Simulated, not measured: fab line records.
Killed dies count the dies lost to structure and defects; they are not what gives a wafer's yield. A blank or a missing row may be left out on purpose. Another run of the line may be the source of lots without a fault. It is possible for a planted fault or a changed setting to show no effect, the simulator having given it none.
fab line records ; flow n5_finfet
[record] lots = 4; wafers = 12; last_day = 16
route steps=1938 shown MOL_CONTACT_COAG@623 BEOL_M0_SAQP@632 BEOL_M4@1111 PASSIVATION@1936
lots with no fault: from the same line, run without faults
start_h: start of the lot's first displayed wafer, in hours after the record's first day ; wait_h: hours elapsed since this lot's preceding step ; " identical to the entry in the row above ; L1.1+2: a single row standing in for several wafers ; - no value, or no start given ; * or withheld: withheld ; < > ~ a bound
route shown NAME@n: a module of which the file shows steps, and the number in the route of the first ; usual: mean/standard deviation of fault-free wafers ; same: alike in all rows ; chamber/n: place in a boat ; sites: the reading at each site ; _std_site: how widely they spread, as a standard deviation ; _edge_site: outer sites' mean less inner sites' ; radius_mm: how far each site lies from the wafer's centre ; mask NAME#n: copy n ; behind: tool/chamber where the wafer was last shaped ; hold: reason for holding the lot/hours on hold/outcome of the hold ; device: the n, p or np transistor that did not switch ; end of line: the tests these same wafers got at the end of their route ; a step with no rows: only its recipe ; killed: the dies lost at the first sort to structure and to defects; this is not the yield of the wafer ; map: shows each die of a wafer: x if killed, . if not, _ if none is there
set.NAME: the setting that was run; set.NAME@STEP: the one run at that earlier step ; model.NAME: the simulator's own value behind a step, which no gauge read
lots at selected steps of the route; one table per step, one row per wafer
services: when a tool's chamber went out of use (start_h, in hours from the record's first day, below 0 if earlier), for how many hours, and the reason
[[steps]]
[step N5_MOL_CONTACT_COAG_PRE_CLEAN_121]
[recipe] gas = H2/He; time_s = *; temp_c = withheld
[step N5_MOL_CONTACT_COAG_CVD_140]
[recipe] material = W; target_thk_a = 665; mode = selective_fill; temp_c = 300; time_s = 215
[step N5_MOL_CONTACT_COAG_PRECLEAN_127]
[recipe] chemistry = DIW; time_s = 57.5; temp_c = 23
[step N5_MOL_CONTACT_COAG_SRD_128]
[recipe] dry_time_s = 32; dry = n2_spin; spin_rpm = 1500
[step N5_MOL_CONTACT_COAG_CMP_52]
[recipe] stop_on = SiO2; t_overpolish_s = 1.5; post_cmp_clean = w_dilute_nh4oh; down_force_psi = 4; platen_rpm = 50.289; pad_velocity_m_s = 1.0006; target_thk_nm = 66.5
[step N5_MOL_CONTACT_COAG_ANNEAL_112]
[recipe] temp_c = 400; time_s = 1800; ambient = HPD2; pressure_atm = 10
[step N5_BEOL_M0_SAQP_PECVD_00]
[recipe] material = SiCN; target_thk_a = 80; temp_c = withheld; precursor = 3MS/NH3; pressure_torr = 3; rf_w = 202; time_s = 14
[step N5_BEOL_M0_SAQP_ILD_DEP_01]
[recipe] material = SiOC; target_thk_a = 454.19; temp_c = 350; precursor = DEMS/O2; pressure_torr = 5; rf_w = 500; time_s = 8.7
[step N5_BEOL_M0_SAQP_HM_DEP_02]
[recipe] material = TiN; target_thk_a = 120; temp_c = 25; chamber_pressure_pa = 0.49996
[usual] throttle_valve_pct = 29.7/1.2
lot.wafer;tool;chamber;start_h;wait_h;throttle_valve_pct;model.TiN_of_BEOL_M0_SAQP_HM_DEP_02.thk_nm
L724.1;pvd_sputter-03;-;109.47;1.5;29.6;11.8
L724.2;pvd_sputter-03;-;109.47;1.5;30.8;11.8
L724.6;pvd_sputter-03;-;109.47;1.5;30.7;11.8
L726.2;pvd_sputter-02;-;140.56;0.0;30.2;11.8
L726.3;pvd_sputter-02;-;140.56;0.0;27.4;12
L726.5;pvd_sputter-02;-;140.56;0.0;27.0;12
L732.1;pvd_sputter-02;-;165.54;1.9;29.9;18.6
L732.2;pvd_sputter-02;-;165.54;1.9;30.1;18.4
L732.4;pvd_sputter-02;-;165.54;1.9;30.2;12.2
L733.2;pvd_sputter-02;-;170.46;1.6;27.4;18
L733.3;pvd_sputter-02;-;170.46;1.6;29.9;18.2
L733.4;pvd_sputter-02;-;170.46;1.6;27.4;11.6
[step N5_BEOL_M0_SAQP_PECVD_03]
[recipe] material = SiCN; target_thk_a = 120; temp_c = withheld; precursor = 3MS/NH3; pressure_torr = 3; rf_w = 202; time_s = 21.1
[step N5_BEOL_M0_SAQP_PECVD_96]
[recipe] material = a-Si; target_thk_a = 450; temp_c = 350; precursor = SiH4/He; pressure_torr = 3; rf_w = 100; time_s = 45.2
[step N5_BEOL_M0_SAQP_PECVD_97]
[recipe] material = SiNx; target_thk_a = 230; temp_c = 350; precursor = SiH4/NH3/N2; pressure_torr = 1.5; rf_w = 300; time_s = 19.9
[step N5_BEOL_M0_SAQP_PECVD_04]
[recipe] material = a-Si; target_thk_a = 600; temp_c = 350; precursor = SiH4/He; pressure_torr = 3; rf_w = 100; time_s = 60.2
[step N5_BEOL_M0_SAQP_HM_DEP_111]
[recipe] material = SiO2; target_thk_a = 120; temp_c = 400; precursor = SiH4/N2O; pressure_torr = 0.75; rf_w = 275; time_s = 7.2
[step N5_BEOL_M0_SAQP_COAT_81]
[recipe] resist = SOC; temp_c = 250; time_s = 60; spin_rpm = 1500; resist_thk_nm = 100
[step N5_BEOL_M0_SAQP_COAT_82]
[recipe] resist = SiARC; temp_c = 220; time_s = 60; spin_rpm = 1500; resist_thk_nm = 30
[step N5_BEOL_M0_SAQP_COAT_08]
[recipe] resist = CAR-ArF; spin_rpm = 1500; resist_thk_nm = 90
[step N5_BEOL_M0_SAQP_EBR_10]
[recipe] solvent = PGMEA; ebr_width_mm = 1.5
[step N5_BEOL_M0_SAQP_SOFTBAKE_09]
[recipe] temp_c = 110; time_s = 60; resist = CAR-ArF
[step N5_BEOL_M0_SAQP_EXPOSE_11]
[recipe] mask_id = M0_CORE; na = 1.35; source_shape = dipole; sigma_inner = 0.538; sigma_outer = 0.738; polarization = te; target_cd_nm = 42; dose_mj = 55
[step N5_BEOL_M0_SAQP_PEB_12]
[recipe] peb_temp_c = withheld; peb_time_s = 60; resist = CAR-ArF
[step N5_BEOL_M0_SAQP_DEVELOP_13]
[recipe] develop_time_s = 30; developer = TMAH; resist = CAR-ArF; dev_temp_c = 23; rinse_liquid = diw; dry = air_spin
[step N5_BEOL_M0_SAQP_DESCUM_19]
[recipe] chemistry = O2; time_s = 7.9; source_power_w = 50; bias_power_w = 20; pressure_mtorr = 20; rf_frequency_hz = 2.712e+07; temp_c = 40; resist = CAR-ArF; o2_flow_sccm = 225
[step N5_BEOL_M0_SAQP_ETCH_83]
[recipe] chemistry = CF4; target = SiARC; target_depth_a = 390; mask_material = CAR-ArF; time_s = 65; ion_energy_ev = 80; pressure_mtorr = 40; source_w = 545; bias_w = 36; Ar_flow_sccm = 100; cf4_flow_sccm = 100; ends = cleared
[step N5_BEOL_M0_SAQP_ETCH_84]
[recipe] chemistry = N2/H2; target = SOC; target_depth_a = 1000; overetch_a = 200; mask_material = SiARC; temp_c = 40; time_s = 150; ion_energy_ev = 200; pressure_mtorr = 30; source_w = 840; bias_w = 150; n2_flow_sccm = 200; h2_flow_sccm = 200
[step N5_BEOL_M0_SAQP_STRIP_80]
[recipe] chemistry = N2/H2; temp_c = 40; n2_flow_sccm = 200; h2_flow_sccm = 200; rf_frequency_hz = 6e+07
[step N5_BEOL_M0_SAQP_HM_OPEN_112]
[recipe] chemistry = CHF3/O2; target = SiO2; stop_on = a-Si; target_depth_a = 120; over_etch_frac = 1.25; mask_material = SOC; time_s = 13.5; pressure_mtorr = 30; source_w = 650; bias_w = 170; Ar_flow_sccm = 200; CHF3_flow_sccm = 50; O2_flow_sccm = 5; ion_energy_ev = 200; ends = end_point
[step N5_BEOL_M0_SAQP_STRIP_113]
[recipe] chemistry = CHF3/O2; resist = SiARC; rf_frequency_hz = 6e+07
[step N5_BEOL_M0_SAQP_MANDREL_ETCH_20]
[recipe] target_depth_a = 600; chemistry = HBr/Cl2; target = a-Si; stop_on = SiNx; bt_time_s = 10; mask_material = SOC; over_etch_frac = 0.5; time_s = 30; pressure_mtorr = 10; icp_w = 800; bias_w = 75; HBr_flow_sccm = 150; Cl2_flow_sccm = 80; ends = end_point
[step N5_BEOL_M0_SAQP_STRIP_86]
[recipe] chemistry = N2/H2; power_w = 500; temp_c = 40; pressure_mtorr = 50; rf_frequency_hz = 6e+07; overash_fraction = 0.3; bias_power_w = 28; h2_frac = 0.5; n2_flow_sccm = 300; h2_flow_sccm = 300
[step N5_BEOL_M0_SAQP_STRIP_115]
[recipe] chemistry = post_etch_residue_remover; time_s = 60; temp_c = 25; remover_ph = withheld; remover_water_wt_pct = withheld; remover_fluoride_wt_pct = withheld
[step N5_BEOL_M0_SAQP_SRD_93]
[recipe] dry = ipa_marangoni; time_s = 30; temp_c = 23; rinse_liquid = diw
[step N5_BEOL_M0_SAQP_RECESS_114]
[recipe] chemistry = HF/NH3; target = SiO2; target_depth_a = 144; afs_cycles = 3; temp_c = 30; sublimation_temp_c = 180; sublimation_time_s = 60
[step N5_BEOL_M0_SAQP_SPACER1_ALD_98]
[recipe] material = SiO2; target_thk_a = 128; temp_c = 300; ald_precursor_family = BDEAS; ald_co_reactant = O2-plasma; pulse_time_s = 1; purge_time_s = 2; co_reactant_purge_time_s = 2; ald_cycles = 138; pressure_torr = 2
[step N5_BEOL_M4_RC_MEAS_101]
[usual] DIBL_N = 36.0/1.3; DIBL_P = 36.2/1.7; IOFF_N = 0.155/0.024; IOFF_P = 0.21/0.034; ION_N = 674/9; ION_P = 463/7.1; SS_N = 71.4/0.5; SS_P = 73.4/0.57; VT_N = 250.0/2.8; VT_P = -251/3.2
lot.wafer;tool;chamber;start_h;wait_h;DIBL_N[mV/V];DIBL_P[mV/V];IOFF_N[nA/um];IOFF_P[nA/um];ION_N[uA/um];ION_P[uA/um];SS_N[mV/dec];SS_P[mV/dec];VT_N[mV];VT_P[mV]
L724.1;prober-01;0;210.79;0.0;36.7;36.9;0.152;0.21;668;462;71.1;73.7;251.2;-252
L724.2;prober-01;0;210.79;0.0;36.1;36.2;0.143;0.20;675;464;70.9;73.5;251.1;-254
L724.6;prober-01;0;210.79;0.0;35.3;34.5;0.120;0.17;660;459;70.6;73.1;253.2;-255
L726.2;prober-01;0;250.05;0.2;37.1;36.4;0.164;0.20;674;463;71.1;73.7;249.3;-253
L726.3;prober-01;0;250.05;0.2;35.7;34.8;0.144;0.18;673;459;71.2;72.7;251.6;-251
L726.5;prober-01;0;250.05;0.2;36.7;35.7;0.161;0.19;676;462;70.8;72.8;250.7;-252
L732.4;prober-02;0;275.96;0.5;34.1;34.6;0.124;0.17;664;458;70.4;73.0;253.6;-254
L733.4;prober-01;0;276.61;0.5;38.0;37.4;0.191;0.22;690;464;72.1;72.9;243.5;-252
[step N5_PASSIVATION_PROBE_49]
[usual] defect_limited_yield = 90.8/1.7; killed_at_M0_to_M3 = 37/12; killed_at_M4_up = 15/5.6; killed_at_contacts = 13/6.9; killed_at_front_end = 40/11; killed_at_other = 4/3.2; killed_dies = 109/20; killed_on_rim = 14/4.3; killed_open = 73/15; killed_short = 35/8.3; sort_bin_5_function = 5.4/1.1; sort_bin_6_memory = 3.5/0.73; sort_n_pass = 1071/20; sort_yield_pct = 90.8/1.7
[same] gross_dies = 1180; killed_at_back_side = 0; sort_bin_4_leakage[%] = 0; sort_bin_8_speed[%] = 0
lot.wafer;tool;chamber;start_h;wait_h;defect_limited_yield[%];killed_at_M0_to_M3;killed_at_M4_up;killed_at_contacts;killed_at_front_end;killed_at_other;killed_dies;killed_on_rim;killed_open;killed_short;sort_bin_5_function[%];sort_bin_6_memory[%];sort_n_pass;sort_yield_pct[%]
L724.1;prober-01;-;307.34;0.0;91.0;26;19;14;45;2;106;16;71;35;4.7;4.1;1074;91.0
L724.2;prober-01;-;307.39;0.1;89.2;28;19;21;55;4;127;20;92;32;6.7;3.8;1053;89.2
L724.6;prober-01;-;307.59;0.3;89.3;42;13;12;59;0;126;14;92;33;6.6;3.6;1054;89.3
L726.2;prober-01;-;346.89;0.1;92.9;26;15;5;31;7;84;8;48;33;4.5;2.1;1096;92.9
L726.3;prober-01;-;346.94;0.1;90.8;38;11;11;41;7;108;16;62;46;5.5;3.5;1072;90.8
L726.5;prober-01;-;347.04;0.2;92.3;30;16;6;35;4;91;8;51;40;4.3;3.1;1089;92.3
L733.2;prober-01;-;380.79;0.1;0;1103;13;8;56;0;1180;152;83;51;95.4;4.0;0;0
L733.3;prober-01;-;380.84;0.1;0;1115;14;7;44;0;1180;152;82;30;96.4;3.3;0;0
L733.4;prober-01;-;380.89;0.2;91.3;37;15;11;40;0;103;9;69;33;5.8;3.0;1077;91.3
L732.1;prober-01;-;387.53;0.0;0;1133;6;10;30;1;1180;152;60;34;96.6;3.1;0;0
L732.2;prober-01;-;387.58;0.1;0;1123;12;19;21;5;1180;152;59;32;96.6;3.1;0;0
L732.4;prober-01;-;387.68;0.2;91.4;26;24;14;36;2;102;13;79;22;4.4;3.9;1078;91.4
// killed by level:class
L724.1 FIN_SAQP:geometric_particle:open=14 MOL_CONTACT_COAG:geometric_particle:open=11 DUMMY_GATE:geometric_particle:open=9 BEOL_M2:geometric_particle:open=7 BEOL_M4:geometric_particle:open=7 FIN_SAQP:geometric_particle:short=6 BEOL_M0_SAQP:geometric_particle:short=6 STI_FIN_REVEAL:geometric_particle:short=4
L724.2 MOL_CONTACT_COAG:geometric_particle:open=15 STI_FIN_REVEAL:geometric_particle:open=14 FIN_SAQP:geometric_particle:open=12 DUMMY_GATE:geometric_particle:open=8 BEOL_M0_SAQP:geometric_particle:open=8 MOL_CONTACT_COAG:geometric_particle:short=6 BEOL_M2:geometric_particle:open=6 BEOL_M4:geometric_particle:open=6
L724.6 FIN_SAQP:geometric_particle:open=13 BEOL_M0_SAQP:geometric_particle:short=13 BEOL_M0_SAQP:geometric_particle:open=11 MOL_CONTACT_COAG:geometric_particle:open=10 DUMMY_GATE:geometric_particle:open=9 FIN_SAQP:geometric_particle:short=8 STI_FIN_REVEAL:geometric_particle:open=8 ILD0:geometric_particle:open=6
L726.2 BEOL_M0_SAQP:geometric_particle:short=10 STI_FIN_REVEAL:geometric_particle:open=8 FIN_SAQP:geometric_particle:short=5 BEOL_M2:geometric_particle:open=5 MIM_TOP:geometric_particle:open=4 BEOL_M0_SAQP:geometric_particle:open=4 BEOL_M4:geometric_particle:open=4 GATE_CUT:geometric_particle:short=3
L726.3 MOL_CONTACT_COAG:geometric_particle:open=10 BEOL_M0_SAQP:geometric_particle:open=10 STI_FIN_REVEAL:geometric_particle:open=9 GATE_CUT:geometric_particle:short=9 FIN_SAQP:geometric_particle:open=6 BEOL_M2:geometric_particle:short=6 BEOL_M3:geometric_particle:short=6 BEOL_M4:geometric_particle:open=5
L726.5 STI_FIN_REVEAL:geometric_particle:open=12 BEOL_M4:geometric_particle:open=9 BEOL_M2:geometric_particle:open=7 BEOL_M0:geometric_particle:short=6 MOL_CONTACT_COAG:geometric_particle:short=5 BEOL_M0_SAQP:geometric_particle:short=5 STARTING-WAFER:geometric_particle:short=5 STI_FIN_REVEAL:geometric_particle:short=4
L733.2 BEOL_M0_SAQP:area_dep=1042 BEOL_M0_SAQP:geometric_particle:short=14 STI_FIN_REVEAL:geometric_particle:open=13 FIN_SAQP:geometric_particle:open=11 FIN_SAQP:geometric_particle:short=11 BEOL_M0_SAQP:geometric_particle:open=10 BEOL_M2:geometric_particle:open=10 MOL_CONTACT_COAG:geometric_particle:open=8
L733.3 BEOL_M0_SAQP:area_dep=1067 STI_FIN_REVEAL:geometric_particle:open=12 BEOL_M0_SAQP:geometric_particle:open=11 BEOL_M1:geometric_particle:open=8 MOL_CONTACT_COAG:geometric_particle:open=7 BEOL_M2:geometric_particle:open=6 BEOL_M3:geometric_particle:open=6 STARTING-WAFER:geometric_particle:open=6
L733.4 FIN_SAQP:geometric_particle:short=11 BEOL_M4:geometric_particle:open=10 BEOL_M0_SAQP:geometric_particle:short=10 MOL_CONTACT_COAG:geometric_particle:open=9 STI_FIN_REVEAL:geometric_particle:open=8 BEOL_M3:geometric_particle:open=8 BEOL_M0_SAQP:geometric_particle:open=6 BEOL_M2:geometric_particle:open=6
L732.1 BEOL_M0_SAQP:area_dep=1086 BEOL_M0_SAQP:geometric_particle:short=11 BEOL_M0_SAQP:geometric_particle:open=8 BEOL_M3:geometric_particle:open=8 STI_FIN_REVEAL:geometric_particle:open=7 MOL_CONTACT_COAG:geometric_particle:open=7 BEOL_M2:geometric_particle:open=7 BEOL_M3:geometric_particle:short=6
L732.2 BEOL_M0_SAQP:area_dep=1088 MOL_CONTACT_COAG:geometric_particle:open=15 BEOL_M0_SAQP:geometric_particle:open=9 BEOL_M0_SAQP:geometric_particle:short=8 BEOL_M2:geometric_particle:open=6 BEOL_M3:geometric_particle:open=6 BEOL_M4:geometric_particle:open=6 FIN_SAQP:geometric_particle:short=5
L732.4 MOL_CONTACT_COAG:geometric_particle:open=13 STI_FIN_REVEAL:geometric_particle:open=11 BEOL_M4:geometric_particle:open=11 BEOL_M2:geometric_particle:open=9 FIN_SAQP:geometric_particle:open=5 BEOL_M3:geometric_particle:open=5 BEOL_M0_SAQP:geometric_particle:open=4 STARTING-WAFER:geometric_particle:open=4
// map L732.1 (x killed, . not)
_________________xxxxxxxxxxxx________________
______________xxxxxxxxxxxxxxxxxx_____________
___________xxxxxxxxxxxxxxxxxxxxxxxx__________
__________xxxxxxxxxxxxxxxxxxxxxxxxxx_________
________xxxxxxxxxxxxxxxxxxxxxxxxxxxxxx_______
_______xxxxxxxxxxxxxxxxxxxxxxxxxxxxxxxx______
______xxxxxxxxxxxxxxxxxxxxxxxxxxxxxxxxxx_____
_____xxxxxxxxxxxxxxxxxxxxxxxxxxxxxxxxxxxx____
____xxxxxxxxxxxxxxxxxxxxxxxxxxxxxxxxxxxxxx___
___xxxxxxxxxxxxxxxxxxxxxxxxxxxxxxxxxxxxxxxx__
___xxxxxxxxxxxxxxxxxxxxxxxxxxxxxxxxxxxxxxxx__
__xxxxxxxxxxxxxxxxxxxxxxxxxxxxxxxxxxxxxxxxxx_
__xxxxxxxxxxxxxxxxxxxxxxxxxxxxxxxxxxxxxxxxxx_
_xxxxxxxxxxxxxxxxxxxxxxxxxxxxxxxxxxxxxxxxxxxx
_xxxxxxxxxxxxxxxxxxxxxxxxxxxxxxxxxxxxxxxxxxxx
_xxxxxxxxxxxxxxxxxxxxxxxxxxxxxxxxxxxxxxxxxxxx
_xxxxxxxxxxxxxxxxxxxxxxxxxxxxxxxxxxxxxxxxxxxx
_xxxxxxxxxxxxxxxxxxxxxxxxxxxxxxxxxxxxxxxxxxxx
_xxxxxxxxxxxxxxxxxxxxxxxxxxxxxxxxxxxxxxxxxxxx
_xxxxxxxxxxxxxxxxxxxxxxxxxxxxxxxxxxxxxxxxxxxx
_xxxxxxxxxxxxxxxxxxxxxxxxxxxxxxxxxxxxxxxxxxxx
__xxxxxxxxxxxxxxxxxxxxxxxxxxxxxxxxxxxxxxxxxx_
__xxxxxxxxxxxxxxxxxxxxxxxxxxxxxxxxxxxxxxxxxx_
___xxxxxxxxxxxxxxxxxxxxxxxxxxxxxxxxxxxxxxxx__
___xxxxxxxxxxxxxxxxxxxxxxxxxxxxxxxxxxxxxxxx__
____xxxxxxxxxxxxxxxxxxxxxxxxxxxxxxxxxxxxxx___
_____xxxxxxxxxxxxxxxxxxxxxxxxxxxxxxxxxxxx____
______xxxxxxxxxxxxxxxxxxxxxxxxxxxxxxxxxx_____
_______xxxxxxxxxxxxxxxxxxxxxxxxxxxxxxxx______
________xxxxxxxxxxxxxxxxxxxxxxxxxxxxxx_______
__________xxxxxxxxxxxxxxxxxxxxxxxxxx_________
___________xxxxxxxxxxxxxxxxxxxxxxxx__________
______________xxxxxxxxxxxxxxxxxx_____________
_________________xxxxxxxxxxxx________________
// map L733.2 (x killed, . not)
_________________xxxxxxxxxxxx________________
______________xxxxxxxxxxxxxxxxxx_____________
___________xxxxxxxxxxxxxxxxxxxxxxxx__________
__________xxxxxxxxxxxxxxxxxxxxxxxxxx_________
________xxxxxxxxxxxxxxxxxxxxxxxxxxxxxx_______
_______xxxxxxxxxxxxxxxxxxxxxxxxxxxxxxxx______
______xxxxxxxxxxxxxxxxxxxxxxxxxxxxxxxxxx_____
_____xxxxxxxxxxxxxxxxxxxxxxxxxxxxxxxxxxxx____
____xxxxxxxxxxxxxxxxxxxxxxxxxxxxxxxxxxxxxx___
___xxxxxxxxxxxxxxxxxxxxxxxxxxxxxxxxxxxxxxxx__
___xxxxxxxxxxxxxxxxxxxxxxxxxxxxxxxxxxxxxxxx__
__xxxxxxxxxxxxxxxxxxxxxxxxxxxxxxxxxxxxxxxxxx_
__xxxxxxxxxxxxxxxxxxxxxxxxxxxxxxxxxxxxxxxxxx_
_xxxxxxxxxxxxxxxxxxxxxxxxxxxxxxxxxxxxxxxxxxxx
_xxxxxxxxxxxxxxxxxxxxxxxxxxxxxxxxxxxxxxxxxxxx
_xxxxxxxxxxxxxxxxxxxxxxxxxxxxxxxxxxxxxxxxxxxx
_xxxxxxxxxxxxxxxxxxxxxxxxxxxxxxxxxxxxxxxxxxxx
_xxxxxxxxxxxxxxxxxxxxxxxxxxxxxxxxxxxxxxxxxxxx
_xxxxxxxxxxxxxxxxxxxxxxxxxxxxxxxxxxxxxxxxxxxx
_xxxxxxxxxxxxxxxxxxxxxxxxxxxxxxxxxxxxxxxxxxxx
_xxxxxxxxxxxxxxxxxxxxxxxxxxxxxxxxxxxxxxxxxxxx
__xxxxxxxxxxxxxxxxxxxxxxxxxxxxxxxxxxxxxxxxxx_
__xxxxxxxxxxxxxxxxxxxxxxxxxxxxxxxxxxxxxxxxxx_
___xxxxxxxxxxxxxxxxxxxxxxxxxxxxxxxxxxxxxxxx__
___xxxxxxxxxxxxxxxxxxxxxxxxxxxxxxxxxxxxxxxx__
____xxxxxxxxxxxxxxxxxxxxxxxxxxxxxxxxxxxxxx___
_____xxxxxxxxxxxxxxxxxxxxxxxxxxxxxxxxxxxx____
______xxxxxxxxxxxxxxxxxxxxxxxxxxxxxxxxxx_____
_______xxxxxxxxxxxxxxxxxxxxxxxxxxxxxxxx______
________xxxxxxxxxxxxxxxxxxxxxxxxxxxxxx_______
__________xxxxxxxxxxxxxxxxxxxxxxxxxx_________
___________xxxxxxxxxxxxxxxxxxxxxxxx__________
______________xxxxxxxxxxxxxxxxxx_____________
_________________xxxxxxxxxxxx________________
[[services]]
tool;chamber;start_h;hours;kind
pvd_sputter-03;-;118.44;0.6;repair
pvd_sputter-02;-;143.09;2.5;repair
[[key]]
[first_sign] step = N5_PASSIVATION_PROBE_49; reading = killed_at_M0_to_M3; direction = up; sigmas = 89; usual = 37; struck = 1118
[effect] step = N5_PASSIVATION_PROBE_49; reading = sort_bin_5_function; direction = up; sigmas = 81; usual = 5.4; struck = 96.2
[model_effect] step = N5_BEOL_M0_SAQP_HM_DEP_02; value = TiN_of_BEOL_M0_SAQP_HM_DEP_02.thk_nm; without = 12; struck = 18.3
[more_kills_born_at] N5_BEOL_M0_SAQP_HM_DEP_02@pvd_sputter-02 = 4283
met_at N5_BEOL_M0_SAQP_HM_DEP_02
struck_wafers L732.1,L732.2,L733.2,L733.3
later_rows_left_out L732.1,L732.2,L733.2,L733.3
onset_between 140.56 165.54
[fault] kind = process_parameter_drift; tool = pvd_sputter-02; chamber = -; onset_h = 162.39; steps = N5_BEOL_M0_SAQP_HM_DEP_02; channel = target_thk_a; offset = *; shape = step; end_h = 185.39; scope = struck_wafers_only; acts_in = *; stated = *
// later_rows_left_out: the simulator's readings of these wafers behind a module that went badly wrong aren't trusted and aren't shown, but for the sort
